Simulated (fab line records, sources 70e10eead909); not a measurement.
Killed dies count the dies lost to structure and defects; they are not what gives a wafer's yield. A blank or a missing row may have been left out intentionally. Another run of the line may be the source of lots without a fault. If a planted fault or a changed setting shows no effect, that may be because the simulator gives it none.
fab line records    flow nand_harc
record: lots: 12  wafers: 36  last_day: 33
route steps=1302 shown A_M0@1159 A_M1@1176 END@1302
lots with no fault: from the same line, run without faults
start_h: the number of hours between the record's first day and the start of the first shown wafer of the lot    wait_h: how many hours have passed since the lot's step before this one    " unchanged from the row above    L1.1+2: several wafers, shown together as one row    - no value, or no start given    * or withheld: withheld    < > ~ a bound
route shown NAME@n: a module of which the file shows steps, and the number in the route of the first    usual: mean/standard deviation taken from wafers without a fault    same: alike in all rows    chamber/n: place in a boat    sites: per-site readings    _std_site: the standard deviation of these    _edge_site: inner sites' mean taken away from outer sites' mean    radius_mm: how far each site lies from the wafer's centre    mask NAME#n: copy n    behind: the most recent tool/chamber to have shaped the wafer    hold: reason for holding the lot/hours on hold/outcome of the hold    device: whichever transistor did not switch (one of n, p or np)    end of line: the same wafers' tests at the end of the route    for a step that has no rows: nothing shown but its recipe    killed: dies lost to structure and defects at the first sort, not the wafer's yield    map: shows each die of a wafer: x if killed, . if not, _ if none is there
set.NAME: the setting the step ran with; set.NAME@STEP: the setting that earlier step ran with    model.NAME: the simulator's own value behind a step, which no gauge read
a sample of lots followed through the steps of the route, with each step as a table and each wafer as a row
services: from which hour (start_h, from the record's first day; less than 0 if before it) a tool's chamber was out of use, for how many hours, and why
== steps ==
step: NHARC_A_M0_PVD_21
recipe: target_thk_a: 300  chamber_pressure_pa: 5  power_w: 5000  substrate_temp_c: 30  time_s: 20.49  material: Cu
usual: throttle_valve_pct: 30.3/1.5
lot.wafer  tool            chamber  start_h  wait_h  throttle_valve_pct
L185.1     pvd_sputter-02  -        -        -       27.7
L185.4     "               -        "        "       30.9
L185.6     "               -        "        "       27.9
L188.3     pvd_sputter-02  -        -        -       31.2
L188.2     "               -        "        "       27.9
L188.6     "               -        "        "       31.4
L189.1     pvd_sputter-03  -        -        -       32.8
L189.3     "               -        "        "       29.2
L189.6     "               -        "        "       28.9
L197.1     pvd_sputter-03  -        -        -       32.8
L197.2     "               -        "        "       30.1
L197.6     "               -        "        "       31.0
L199.4     pvd_sputter-02  -        -        -       31.4
L199.3     "               -        "        "       30.8
L199.6     "               -        "        "       28.8
L200.4     pvd_sputter-03  -        -        -       33.2
L200.3     "               -        "        "       29.8
L200.2     "               -        "        "       31.1
L198.2     pvd_sputter-01  -        -        -       30.9
L198.1     "               -        "        "       29.5
L198.6     "               -        "        "       31.2
L203.4     pvd_sputter-03  -        -        -       28.4
L203.6     "               -        "        "       29.8
L203.5     "               -        "        "       30.7
L204.4     pvd_sputter-02  -        -        -       29.0
L204.2     "               -        "        "       31.0
L204.6     "               -        "        "       31.7
L205.4     pvd_sputter-03  -        -        -       28.3
L205.2     "               -        "        "       30.9
L205.5     "               -        "        "       28.5
L208.1     pvd_sputter-03  -        -        -       30.6
L208.2     "               -        "        "       28.3
L208.3     "               -        "        "       30.0
L207.3     pvd_sputter-02  -        -        -       31.2
L207.6     "               -        "        "       28.8
L207.5     "               -        "        "       31.4
step: NHARC_A_M1_EXPOSE_06
recipe: na: 1.35  target_cd_nm: 120  dose_mj: 75.13  mask_id: A_M1
lot.wafer   tool             chamber  start_h  wait_h  mask
L185.1+4+6  arfi_scanner-03  0        537.08   -       A_M1#0
L188.2+3+6  arfi_scanner-02  0        543.25   -       A_M1#0
L189.1+3+6  arfi_scanner-01  0        575.74   -       A_M1#0
L197.1+2+6  arfi_scanner-03  0        632.71   -       A_M1#0
L199.3+4+6  arfi_scanner-02  0        655.82   -       A_M1#0
L200.2+3+4  arfi_scanner-01  0        657.33   -       A_M1#0
L198.1+2+6  arfi_scanner-01  0        676.65   -       A_M1#0
L203.4+5+6  arfi_scanner-02  0        719.90   -       A_M1#0
L204.2+4+6  arfi_scanner-02  0        725.05   -       A_M1#0
L205.2+4+5  arfi_scanner-01  0        726.37   -       A_M1#0
L208.1+2+3  arfi_scanner-01  0        738.08   -       A_M1#0
L207.3+5+6  arfi_scanner-01  0        738.74   -       A_M1#0
step: NHARC_A_M1_OVL_MEAS_10
recipe: pitch_nm: 240
usual: overlay_x_nm: 0.2/0.94  overlay_y_nm: 0.0/0.95
lot.wafer  tool        chamber  start_h  wait_h  hold                      overlay_x_nm  overlay_y_nm
L185.1     overlay-01  -        537.33   -       -                         -0.7          1.0
L185.4     "           -        "        "       -                         -0.7          1.0
L185.6     "           -        "        "       -                         0.0           1.1
L188.2     overlay-02  -        543.47   -       -                         1.2           -0.2
L188.3     "           -        "        "       -                         1.4           -0.3
L188.6     "           -        "        "       -                         0.9           0.4
L189.1     overlay-01  -        575.98   -       -                         -1.2          -1.4
L189.3     "           -        "        "       -                         -1.4          -1.3
L189.6     "           -        "        "       -                         -0.7          -1.2
L197.1     overlay-02  -        632.94   -       await_dispo/0.2h/release  4.4           0.5
L197.2     "           -        "        "       await_dispo/0.2h/release  4.0           1.2
L197.6     "           -        "        "       await_dispo/0.2h/release  4.6           0.5
L197.1     overlay-02  -        633.11   0.2     -                         4.5           0.7
L197.2     "           -        "        "       -                         4.8           0.9
L197.6     "           -        "        "       -                         4.5           0.7
L199.3     overlay-02  -        656.04   -       -                         0.4           0.4
L199.4     "           -        "        "       -                         1.5           0.6
L199.6     "           -        "        "       -                         0.7           0.2
L200.2     overlay-01  -        657.55   -       -                         0.7           0.2
L200.3     "           -        "        "       -                         1.1           -0.2
L200.4     "           -        "        "       -                         0.8           0.0
L198.1     overlay-02  -        676.88   -       -                         0.3           0.2
L198.2     "           -        "        "       -                         0.6           -0.5
L198.6     "           -        "        "       -                         0.4           -0.3
L203.4     overlay-02  -        720.12   -       -                         -0.1          -0.6
L203.5     "           -        "        "       -                         0.5           -0.2
L203.6     "           -        "        "       -                         0.3           -0.5
L204.2     overlay-02  -        725.27   -       -                         -1.1          -2.2
L204.4     "           -        "        "       -                         -1.1          -1.5
L204.6     "           -        "        "       -                         -1.4          -1.5
L205.2     overlay-02  -        726.59   -       -                         1.4           0.2
L205.4     "           -        "        "       -                         1.4           -0.5
L205.5     "           -        "        "       -                         1.2           0.3
L208.1     overlay-01  -        738.30   -       -                         0.6           0.4
L208.2     "           -        "        "       -                         0.7           0.1
L208.3     "           -        "        "       -                         0.7           0.2
L207.3     overlay-01  -        738.96   -       -                         0.4           -0.2
L207.5     "           -        "        "       -                         -0.1          -0.2
L207.6     "           -        "        "       -                         0.4           -0.2
step: NHARC_A_M1_ETCH_15
recipe: target_depth_a: 1825  time_s: 91.2  c4f8_flow_sccm: withheld  ar_flow_sccm: 400  rf_w: 600  bias_w: 300  chemistry: C4F8/Ar
usual: oes_product_au: 0.952/0.023  rf_vpp_V: 442/3.3
lot.wafer  tool         chamber  start_h  wait_h  oes_product_au  rf_hours_counter_h  rf_vpp_V
L185.1     rie_diel-05  3        -        -       0.927           5.7                 436
L185.4     "            0        "        "       0.926           -                   443
L185.6     "            2        "        "       0.928           -                   436
L188.2     rie_diel-08  3        -        -       0.929           9.3                 440
L188.3     "            0        "        "       0.922           7.5                 438
L188.6     "            3        "        "       0.930           -                   441
L189.1     rie_diel-12  0        -        -       0.960           3.4                 445
L189.3     "            2        "        "       0.986           4.2                 444
L189.6     "            0        "        "       0.962           -                   445
L197.1     rie_diel-12  3        -        -       0.970           0.0                 443
L197.2     "            0        "        "       0.948           0.0                 448
L197.6     "            2        "        "       0.999           -                   445
L199.4     rie_diel-12  3        -        -       0.938           0.8                 444
L199.3     "            1        "        "       0.940           0.7                 445
L199.6     "            2        "        "       0.956           -                   445
L200.2     rie_diel-05  3        -        -       0.969           3.9                 437
L200.3     "            0        "        "       0.970           3.7                 443
L200.4     "            1        "        "       0.962           3.8                 444
L198.1     rie_diel-05  2        -        -       0.933           5.3                 437
L198.2     "            0        "        "       1.004           5.0                 442
L198.6     "            2        "        "       0.936           -                   437
L203.4     rie_diel-12  3        -        -       0.917           3.0                 444
L203.5     "            2        "        "       0.930           -                   444
L203.6     "            3        "        "       0.935           -                   445
L204.2     rie_diel-12  1        -        -       0.991           3.0                 443
L204.4     "            3        "        "       0.953           3.2                 444
L204.6     "            1        "        "       0.994           -                   444
L205.4     rie_diel-12  0        -        -       0.964           2.9                 442
L205.2     "            3        "        "       0.962           3.3                 444
L205.5     "            1        "        "       0.976           -                   444
L208.3     rie_diel-12  3        -        -       0.945           3.5                 446
L208.1     "            0        "        "       0.960           3.2                 446
L208.2     "            2        "        "       0.960           3.8                 444
L207.3     rie_diel-08  2        -        -       0.976           0.1                 437
L207.5     "            3        "        "       0.979           -                   441
L207.6     "            0        "        "       0.963           -                   438
step: NHARC_A_M1_PRE_CLEAN_30
recipe: time_s: 30  temp_c: 280  gas: H2/He
usual: heater_power_w: 418/56
lot.wafer  tool            chamber  start_h  wait_h  heater_power_w
L185.4     pvd_sputter-01  -        -        -       432
L185.1     "               -        "        "       478
L185.6     "               -        "        "       390
L188.2     pvd_sputter-03  -        -        -       433
L188.3     "               -        "        "       396
L188.6     "               -        "        "       321
L189.1     pvd_sputter-01  -        -        -       393
L189.3     "               -        "        "       383
L189.6     "               -        "        "       392
L197.2     pvd_sputter-02  -        -        -       405
L197.1     "               -        "        "       417
L197.6     "               -        "        "       397
L199.3     pvd_sputter-03  -        -        -       401
L199.4     "               -        "        "       435
L199.6     "               -        "        "       405
L200.2     pvd_sputter-03  -        -        -       439
L200.3     "               -        "        "       399
L200.4     "               -        "        "       442
L198.1     pvd_sputter-02  -        -        -       376
L198.2     "               -        "        "       380
L198.6     "               -        "        "       387
L203.4     pvd_sputter-03  -        -        -       330
L203.5     "               -        "        "       325
L203.6     "               -        "        "       440
L204.2     pvd_sputter-01  -        -        -       431
L204.4     "               -        "        "       403
L204.6     "               -        "        "       390
L205.2     pvd_sputter-02  -        -        -       538
L205.4     "               -        "        "       363
L205.5     "               -        "        "       545
L208.3     pvd_sputter-01  -        -        -       431
L208.1     "               -        "        "       409
L208.2     "               -        "        "       378
L207.3     pvd_sputter-03  -        -        -       429
L207.5     "               -        "        "       437
L207.6     "               -        "        "       412
step: NHARC_END_SORT_01
recipe: temp_c: 25
usual: defect_limited_yield: 92.7/2.6  killed_at_array: 45/18  killed_at_other: 0.9/1.3  killed_at_periphery: 3.7/2.2  killed_dies: 50/18  killed_open: 3.2/1.9  killed_short: 2.4/1.6  sort_bin_2_pct: 2.5/1.1  sort_bin_3_pct: 0.6/0.36  sort_bin_4_pct: 4.3/1.5  sort_n_pass: 627/18  sort_rim_yield_pct: 92/4.3  sort_yield_pct: 92.7/2.6
same: gross_dies: 677  sort_bin_5_pct[%]: 0  sort_bin_6_pct[%]: 0  sort_bin_7_pct[%]: 0  sort_bin_8_pct[%]: 0  sort_rim_n_gross: 106.00
lot.wafer  tool       chamber  start_h  wait_h  defect_limited_yield[%]  killed_at_array  killed_at_other  killed_at_periphery  killed_dies  killed_open  killed_short  sort_bin_2_pct[%]  sort_bin_3_pct[%]  sort_bin_4_pct[%]  sort_n_pass  sort_rim_yield_pct[%]  sort_yield_pct[%]
L197.1     prober-01  0        668.69   2.5     93.2                     44               0                2                    46           6            6             2.1                0                  4.7                631          94                     93.2
L197.2     prober-01  0        669.50   2.8     94.7                     28               1                7                    36           4            1             2.1                0.7                2.5                641          95                     94.7
L197.6     prober-01  0        672.73   4.0     94.4                     35               1                2                    38           1            1             1.5                0.6                3.5                639          96                     94.4
killed by level:class
L197.1 A_CHANNEL_HOLE_D2:chamber_film_flake=16 A_CHANNEL_HOLE_D1:chamber_film_flake=6 A_STAIRCASE:chamber_film_flake=4 A_SLIT:chamber_film_flake=3 A_ONON_D2:geometric_particle:short=2 A_CHANNEL_FILL_D2:geometric_particle:short=2 A_M1:chamber_film_flake=2 P_M0:geometric_particle:open=1
L197.2 A_CHANNEL_HOLE_D2:chamber_film_flake=8 A_CHANNEL_HOLE_D1:chamber_film_flake=6 A_STAIRCASE:chamber_film_flake=5 A_M1:chamber_film_flake=3 P_GATE:chamber_film_flake=3 P_BONDPAD:chamber_film_flake=2 P_CONTACT:geometric_particle:open=1 A_ONON_D1:geometric_particle:open=1
L197.6 A_CHANNEL_HOLE_D2:chamber_film_flake=19 A_CHANNEL_HOLE_D1:chamber_film_flake=7 A_SLIT:chamber_film_flake=3 A_STAIRCASE:chamber_film_flake=3 P_GATE:chamber_film_flake=2 A_CHANNEL_FILL_D1:geometric_particle:open=1 A_WL_FILL:geometric_particle:short=1 A_M1:chamber_film_flake=1
== services ==
tool             chamber  start_h  hours  kind
pvd_sputter-03   -        520.73   2.2    repair
pvd_sputter-03   -        526.00   10.0   pm
rie_diel-05      1        536.96   5.0    repair
arfi_scanner-01  -        555.00   0.3    repair
pvd_sputter-02   -        558.27   5.3    repair
pvd_sputter-01   -        561.65   1.5    repair
pvd_sputter-01   -        582.00   10.0   pm
pvd_sputter-02   -        596.48   1.2    repair
arfi_scanner-01  -        596.50   4.0    pm
arfi_scanner-01  -        618.29   0.5    repair
rie_diel-12      -        622.46   9.0    pm
pvd_sputter-01   -        622.57   2.0    repair
arfi_scanner-02  -        631.57   1.4    repair
pvd_sputter-03   -        637.30   2.8    repair
arfi_scanner-02  -        639.23   0.7    repair
pvd_sputter-02   -        639.59   10.0   pm
pvd_sputter-03   -        642.05   1.0    repair
rie_diel-12      -        651.09   1.5    repair
arfi_scanner-02  -        656.00   4.0    pm
pvd_sputter-01   -        685.11   3.2    repair
pvd_sputter-03   -        704.00   10.0   pm
arfi_scanner-01  -        707.65   0.8    repair
pvd_sputter-01   -        721.07   3.1    repair
rie_diel-12      1        732.18   7.9    repair
== key ==
first_sign: step: NHARC_A_M1_OVL_MEAS_10  reading: visit  direction: added
effect: step: NHARC_A_M1_OVL_MEAS_10  reading: overlay_x_nm  direction: up  sigmas: 4.5  usual: 0.2  struck: 4.4
met_at NHARC_A_M1_EXPOSE_06
struck_lots L197
not_acting_at NHARC_A_M0_PVD_21,NHARC_A_M1_ETCH_15,NHARC_A_M1_PRE_CLEAN_30
onset_between 537.08 632.71
fault: kind: scanner_matching_overlay  tool: arfi_scanner-03  chamber: -  onset_h: 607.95  steps: NHARC_A_M1_EXPOSE_06  offset: 3.0571
